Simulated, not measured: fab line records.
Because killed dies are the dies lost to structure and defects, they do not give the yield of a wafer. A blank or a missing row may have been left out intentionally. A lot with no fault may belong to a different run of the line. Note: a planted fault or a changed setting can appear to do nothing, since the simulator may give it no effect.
A struck lot beside a sound one -- flow n5-finfet -- 35 out of 1938 route steps
Sound: these wafers, L988.2, L988.4, L988.6. Wafers struck: L999.2, L999.3, L999.6. The cause comes at the end.
At each step with rows: each side's tool, then ch and its chambers, then its first start. Under that, the readings that differ: sound wafers -- struck wafers -- difference of the means -- sigmas: that difference in standard deviations of wafers without a fault.
alike: same words and numbers on both sides, and readings whose means sit less than 2 such deviations apart. not compared: any withheld reading, any reading some wafer has no value for, any bound like >300 that may hide the same value, and any number with overlapping values for which the record gives no deviation.
Wherever a step has rows on one side only, a row that says differs or no value, or a row with sigmas, the two part there. Numbers that have no deviation but don't overlap get no sigmas and don't part them. Lack of a reading on every wafer of one side parts them only where that side has two or more wafers.

first, 12 steps without rows for these wafers: N5_SD_EPI_P_ETCH_37 (etches SOC in N2/H2, overetch 108 nm, time 486 s); N5_SD_EPI_P_STRIP_38 (strips in N2/H2); N5_SD_EPI_P_ETCHBACK_46 (etches SiNx in CH3F/O2, stops on SiO2, target depth 17.5 nm); N5_SD_EPI_P_ETCH_47 (etches SiOCN in CH3F/O2, target depth 25 nm); N5_SD_EPI_P_ETCH_16 (etches SiO2 in CHF3/O2, target depth 5 nm); N5_SD_EPI_P_STRIP_50 (strips in CHF3/O2); N5_SD_EPI_P_SD_RECESS_17 (chemistry HBr/Cl2/O2, target depth 39.1 nm, bt time 3 s); N5_SD_EPI_P_WET_ETCH_45 (etches SiO2 in dHF, time 10.7 s, target depth 2 nm, rinse time 30 s); N5_SD_EPI_P_STRIP_40 (strips in N2/H2); N5_SD_EPI_P_PRECLEAN_52 (cleans in O3/DIW, time 60 s); N5_SD_EPI_P_SRD_20 (time 30 s); N5_SD_EPI_P_PRECLEAN_51 (cleans in NF3:NH3, afs cycles 1, time 20 s, sublimation time 60 s).
N5_SD_EPI_P_VAPOR_ETCH_44: etches SiGe30 in NF3/Ar, time 3.3 s.
  sound on epi-rpcvd-04 ch 0, day 4 13:23; struck on epi-rpcvd-02 ch 0, day 7 07:44
then, 20 steps without rows for these wafers: N5_SD_EPI_P_EPI_21 (deposits SiGe:B, time 355 s); N5_SD_EPI_P_HM_STRIP_48 (strips SiNx in H3PO4, material SiNx, target depth 3 nm); N5_SD_EPI_P_SRD_49 (time 30 s); N5_SD_EPI_P_PRECLEAN_24 (cleans in O3/DIW, time 45 s); N5_SD_EPI_P_PRECLEAN_32 (cleans in dHF, time 10 s); N5_SD_EPI_P_PRECLEAN_33 (cleans in SC2, time 45 s); N5_SD_EPI_P_SRD_25 (time 30 s); N5_SD_ACTIVATION_RTA_00 (time 0 s); N5_SD_ACTIVATION_LSA_01 (time 0.0008 s); N5_ILD0_LINER_00 (material SiNx, target thk 4 nm, pulse time 1 s, purge time 2 s); N5_ILD0_FCVD_FILL_01 (material SiO2 flowable, target thk 200 nm, time 328.3 s); N5_ILD0_CURE_02 (time 1800 s); N5_ILD0_CMP_03 (polishes, stops on SiNx, t overpolish 1.9 s, target thk 197.38 nm); N5_ILD0_CMP_07 (polishes SiO2 flowable, stops on poly-Si, t overpolish 1.18 s, target thk 138.88 nm); N5_ILD0_PRECLEAN_10 (cleans in NF3:NH3, afs cycles 5, time 20 s, sublimation time 60 s); N5_ILD0_ALD_15 (deposits SiNx, target thk 24 nm, pulse time 1 s, ald cycles 480); N5_ILD0_CMP_12 (polishes SiNx, stops on poly-Si, t overpolish 6 s, target thk 17.67 nm); N5_SDB_HM_DEP_00 (deposits SiNx from SiH4/NH3/N2, target thk 40 nm, time 35.3 s); N5_SDB_COAT_03 (time 60 s, resist thk 100 nm); N5_SDB_COAT_04 (time 60 s, resist thk 18 nm).
-- the record jumps here: 5 days lie between the struck wafers' starts before and after (it left off in module SDB and takes up again in module BEOL_M4, whose first step shown is number 1111 of the route) --
N5_BEOL_M4_RC_MEAS_101:
  sound on prober-01 ch 0, day 9 07:13; struck on prober-02 ch 0, day 12 15:02
  no value came back on the struck wafers for any of 5 readings (DIBL_P (mV/V), IOFF_P (nA/um) and others); on the sound wafers DIBL_P (mV/V) reads 34.8 34.3 33.6
  alike: DIBL_N, IOFF_N, ION_N, SS_N, VT_N
-- a jump in the record: the struck wafers' starts before and after are 4 days apart (it breaks off in module BEOL_M4 and resumes in module PASSIVATION, where the first step shown is number 1936 of the route) --
N5_PASSIVATION_PROBE_49:
  sound on prober-02 at day 14 05:26; struck on prober-02 at day 16 16:20
reading,sound,struck,difference,sigmas
sort_bin_4_leakage (%),0 0 0,91.86 91.53 90.42,+91.27,+99 or more
sort-n-pass,1056 1080 1082,0 0 0,-1073,-67
sort-yield-pct (%),89.5 91.5 91.7,0 0 0,-91,-70
  alike: defect-limited-yield, killed_at_M0_to_M3, killed_at_M4_up, killed-at-contacts, killed-at-front-end, killed-at-other, killed-dies, killed-open, killed-short, sort_bin_5_function, sort_bin_6_memory

== WHERE THEY PART ==
Earliest at N5_BEOL_M4_RC_MEAS_101; latest, in this record, at N5_PASSIVATION_PROBE_49.

WHY: what the simulator had put in
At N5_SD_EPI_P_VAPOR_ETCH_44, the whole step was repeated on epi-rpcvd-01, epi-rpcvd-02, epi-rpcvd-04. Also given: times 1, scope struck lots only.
